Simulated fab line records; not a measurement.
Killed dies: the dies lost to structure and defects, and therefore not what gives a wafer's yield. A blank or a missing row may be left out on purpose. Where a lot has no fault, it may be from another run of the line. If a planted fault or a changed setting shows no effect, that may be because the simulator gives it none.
Chamber matching :: flow n5_finfet :: rie_diel-06 running N5_BEOL_M0_SAQP_SPACER2_ETCHBACK_27: 4 sister chambers
The step etches SiO2 in CHF3/O2, target depth 22.5 nm, time 11.25 s. 4 wafers are shown with their chamber, then 8 later ones without.

== WAFERS, EACH WITH ITS CHAMBER ==
wafer: L086.5
chamber: 3
showerhead_plenum_p_Torr (Torr): 2.44

wafer: L087.4
chamber: 2
showerhead_plenum_p_Torr (Torr): 2.39

wafer: L087.5
chamber: 0
showerhead_plenum_p_Torr (Torr): 2.29

wafer: L091.2
chamber: 1
showerhead_plenum_p_Torr (Torr): 2.46

== WAFERS MISSING THEIR CHAMBER ==
wafer: L091.3
showerhead_plenum_p_Torr (Torr): 2.43

wafer: L091.6
showerhead_plenum_p_Torr (Torr): 2.43

wafer: L094.2
showerhead_plenum_p_Torr (Torr): 2.39

wafer: L094.3
showerhead_plenum_p_Torr (Torr): 2.46

wafer: L094.5
showerhead_plenum_p_Torr (Torr): 2.43

wafer: L097.1
showerhead_plenum_p_Torr (Torr): 2.45

wafer: L097.3
showerhead_plenum_p_Torr (Torr): 2.38

wafer: L097.5
showerhead_plenum_p_Torr (Torr): 2.39

== EACH ONE'S CHAMBER ==
wafer: L091.3
from the rows above: 3
in truth: 3

wafer: L091.6
from the rows above: 3
in truth: 3

wafer: L094.2
from the rows above: 2
in truth: 2

wafer: L094.3
from the rows above: 1
in truth: 1

wafer: L094.5
from the rows above: 3
in truth: 3

wafer: L097.1
from the rows above: can't be placed: 1 or 3
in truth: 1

wafer: L097.3
from the rows above: 2
in truth: 2

wafer: L097.5
from the rows above: 2
in truth: 2
Correctly placed: 7 of 8. These rows do not allow placing 1 (true chamber among the candidates in 1). Wrongly placed: 0.
How it was worked out, from the rows above alone: a wafer's distance from a chamber is the root of the sum, over the readings, of the square of ((its reading less the chamber's mean) divided by the reading's scatter). The wafer belongs to the nearest chamber; if the next one is less than 2 further off, it can't be placed. A chamber's mean is the mean of its shown wafers. The scatter (one wafer shown for each chamber): square how far every hidden wafer sits from the nearest shown wafer, average those squares and take the square root.
